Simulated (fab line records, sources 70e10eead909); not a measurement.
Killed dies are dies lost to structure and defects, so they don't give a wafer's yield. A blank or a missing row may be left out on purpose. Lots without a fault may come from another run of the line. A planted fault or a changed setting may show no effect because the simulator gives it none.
Which tool did it? | flow nand_harc | 11 lots, 33 wafers sampled, at 3 steps of a route of 1159

WHAT THE GAUGES READ, wafer by wafer
NHARC_P_ZERO_WELL_CD_MEAS_37: target cd 720 nm. Usual: cd_nm 720.4 nm, standard deviation 1.7.
lot  | measured    | on        | cd_nm (nm)                          | flag
L785 | day 2 10:10 | cd_sem-03 | 734.6 733.0 736.4 734.8 732.7 736.5 | OFF
L787 | day 2 22:10 | cd_sem-03 | 723.9 720.6 722.2                   |
L795 | day 4 22:09 | cd_sem-01 | 718.5 720.1 718.4                   |
L796 | day 5 04:08 | cd_sem-02 | 719.3 720.9 717.2                   |
L797 | day 5 10:08 | cd_sem-01 | 717.6 719.4 720.6                   |
L799 | day 5 22:17 | cd_sem-02 | 721.0 722.8 721.0                   |
L801 | day 6 10:05 | cd_sem-01 | 720.8 723.2 722.8                   |
L802 | day 6 16:14 | cd_sem-03 | 721.2 719.4 720.0                   |
L803 | day 6 22:17 | cd_sem-02 | 721.8 721.9 720.8                   |
L804 | day 7 04:16 | cd_sem-02 | 718.3 721.5 718.3                   |
L805 | day 7 10:07 | cd_sem-02 | 722.1 718.4 720.7                   |

NHARC_P_GATE_INSPECT_28. Usual: raw_defect_count 6, standard deviation 3.4.
lot  | measured     | on                | raw_defect_count | flag
L785 | day 5 13:58  | defect_inspect-01 | 4 4 2            |
L787 | day 5 20:23  | defect_inspect-02 | 8 1 3            |
L795 | day 7 21:32  | defect_inspect-02 | 11 6 2           |
L796 | day 8 15:35  | defect_inspect-01 | 2 5 6            |
L797 | day 8 14:46  | defect_inspect-01 | 1 7 4            |
L799 | day 8 21:22  | defect_inspect-01 | 9 7 10           |
L801 | day 9 12:04  | defect_inspect-01 | 7 10 7           |
L802 | day 9 19:44  | defect_inspect-01 | 6 10 10          |
L803 | day 9 19:07  | defect_inspect-02 | 5 5 2            |
L804 | day 10 10:47 | defect_inspect-01 | 10 6 2           |
L805 | day 10 11:23 | defect_inspect-02 | 6 10 6           |

WHICH TOOL RAN EACH LOT (tool, then ch and the chambers of the sampled wafers, then the start)
lot  | NHARC_P_ZERO_WELL_EXPOSE_34
L785 | krf_scanner-01 ch 0, day 2 10:01
L787 | krf_scanner-01 ch 0, day 2 22:01
L795 | krf_scanner-01 ch 0, day 4 21:59
L796 | krf_scanner-01 ch 0, day 5 03:58
L797 | krf_scanner-04 ch 0, day 5 09:59
L799 | krf_scanner-04 ch 0, day 5 22:08
L801 | krf_scanner-01 ch 0, day 6 09:56
L802 | krf_scanner-02 ch 0, day 6 16:05
L803 | krf_scanner-02 ch 0, day 6 22:08
L804 | krf_scanner-01 ch 0, day 7 04:07
L805 | krf_scanner-01 ch 0, day 7 09:57
- NHARC_P_ZERO_WELL_EXPOSE_34: exposes mask P PWELL, target cd 720 nm.

WHAT THE TOOLS THEMSELVES READ (means of the sampled wafers that have a number; where no wafer has one, the mark that the record gives instead)
The record holds no such reading with a usual standard deviation.

THE ANSWER, worked out from the rows above alone
Rule: a lot is off if the mean of its wafers that have a number lies more than 3 standard deviations from the usual mean. A lot without any number at a reading at which 4 lots or more have one is off too. The other lots that the step has rows for count as sound. The gauges are gone through in route order, then the tools' own readings, and for those a lot's mean is taken as printed above. The first step at which some lot is off is used, and at that step the reading that is off furthest; a lot without a number counts as furthest.
Off: L785, at NHARC_P_ZERO_WELL_CD_MEAS_37 (cd_nm).
A tool fits if, at a process step before that reading, it ran every lot that is off, and no sound lot after the first of them. The gauges at NHARC_P_ZERO_WELL_CD_MEAS_37 are tried like those tools. None of those tried fits.

WHAT THE SIMULATOR HAD PUT IN
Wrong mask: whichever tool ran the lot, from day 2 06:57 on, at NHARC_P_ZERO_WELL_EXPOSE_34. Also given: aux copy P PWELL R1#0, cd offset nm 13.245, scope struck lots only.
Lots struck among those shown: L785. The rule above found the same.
